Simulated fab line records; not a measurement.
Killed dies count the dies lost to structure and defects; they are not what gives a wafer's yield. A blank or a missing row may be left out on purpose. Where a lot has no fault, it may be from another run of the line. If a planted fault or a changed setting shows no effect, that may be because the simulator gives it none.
Chamber matching + flow n5 finfet + N5_BEOL_M14_ETCH_59 on rie diel-05: 4 sister chambers
The step etches BARC in N2/H2, target depth 89 nm, overetch 26.7 nm, time 67.9 s. 4 wafers are shown with their chamber, then 10 later ones without.

## EACH WAFER AND ITS CHAMBER
| wafer  | chamber | showerhead plenum p Torr (Torr) |
|--------|---------|---------------------------------|
| L088.3 | 1       | 2.46                            |
| L088.4 | 0       | 2.47                            |
| L086.1 | 2       | 2.62                            |
| L086.3 | 3       | 2.69                            |

## WAFERS WITHOUT THEIR CHAMBER
| wafer  | showerhead plenum p Torr (Torr) |
|--------|---------------------------------|
| L086.4 | 2.47                            |
| L092.1 | 2.46                            |
| L092.2 | 2.61                            |
| L092.3 | 2.47                            |
| L095.1 | 2.68                            |
| L095.3 | 2.46                            |
| L095.6 | 2.46                            |
| L094.3 | 2.61                            |
| L094.5 | 2.61                            |
| L094.6 | 2.68                            |

## CHAMBER TAKEN BY EACH
| wafer  | from the rows above     | in truth |
|--------|-------------------------|----------|
| L086.4 | can't be placed: 0 or 1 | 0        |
| L092.1 | can't be placed: 1 or 0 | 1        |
| L092.2 | 2                       | 2        |
| L092.3 | can't be placed: 0 or 1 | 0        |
| L095.1 | 3                       | 3        |
| L095.3 | can't be placed: 1 or 0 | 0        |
| L095.6 | can't be placed: 1 or 0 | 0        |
| L094.3 | 2                       | 2        |
| L094.5 | 2                       | 2        |
| L094.6 | 3                       | 3        |
Placed correctly: 5 of 10. Can't be placed from these rows: 5 (the true chamber is among the candidates in 5). 0 placed wrongly.
How it was worked out, from the rows above alone: a wafer's distance from a chamber is the root of the sum, over the readings, of the square of ((its reading less the chamber's mean) divided by the reading's scatter). If the next closest chamber is less than 2 further off than the closest, the wafer can't be placed; otherwise it belongs to the closest. The mean given for a chamber averages the wafers shown for that chamber. The scatter: with one shown wafer a chamber, the root of the mean of the squares of how far each hidden wafer lies from its nearest shown one.
